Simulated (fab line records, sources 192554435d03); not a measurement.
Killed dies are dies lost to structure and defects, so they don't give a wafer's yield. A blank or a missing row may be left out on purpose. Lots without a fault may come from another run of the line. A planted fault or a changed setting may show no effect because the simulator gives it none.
Chamber matching | flow n5_finfet | N5_BEOL_M7_STRIP_67 on rie_diel-06: 4 sister chambers
The step strips in CF4. 8 wafers are shown with their chamber, then 10 later ones without.

WAFERS WITH THEIR CHAMBER
wafer  | chamber | showerhead_plenum_p_Torr (Torr) | throttle_valve_pct (%)
L080.6 | 0       | 1.89                            | 13.40
L081.1 | 3       | 1.83                            | 13.02
L081.3 | 1       | 1.82                            | 13.23
L081.6 | 1       | 1.82                            | 13.24
L083.4 | 3       | 1.83                            | 13.05
L083.5 | 2       | 1.70                            | 14.12
L085.2 | 2       | 1.70                            | 14.13
L085.3 | 0       | 1.88                            | 13.40

WAFERS WITHOUT THEIR CHAMBER
wafer  | showerhead_plenum_p_Torr (Torr) | throttle_valve_pct (%)
L085.4 | 1.83                            | 13.05
L087.2 | 1.82                            | 13.29
L087.4 | 1.70                            | 14.14
L087.5 | 1.82                            | 13.28
L093.1 | 1.82                            | 13.10
L093.4 | 1.82                            | 13.31
L093.5 | 1.82                            | 13.08
L096.3 | 1.88                            | 13.45
L096.4 | 1.70                            | 14.17
L096.5 | 1.82                            | 13.11

WHICH CHAMBER EACH WENT THROUGH
wafer  | from the rows above | in truth
L085.4 | 3                   | 3
L087.2 | 1                   | 1
L087.4 | 2                   | 2
L087.5 | 1                   | 1
L093.1 | 3                   | 3
L093.4 | 1                   | 1
L093.5 | 3                   | 3
L096.3 | 0                   | 0
L096.4 | 2                   | 2
L096.5 | 3                   | 3
Placed correctly: 10 of 10. Can't be placed from these rows: 0. Placed wrongly: 0.
How it was worked out, from the rows above alone: a wafer's distance from a chamber is the root of the sum, over the readings, of the square of ((its reading less the chamber's mean) divided by the reading's scatter). The wafer belongs to the nearest chamber; if the next one is less than 2 further off, it can't be placed. A chamber's mean is the mean of its shown wafers. The scatter: the root of (the sum of the squares of (reading less its chamber's mean) over the shown wafers, divided by (wafers less chambers)).
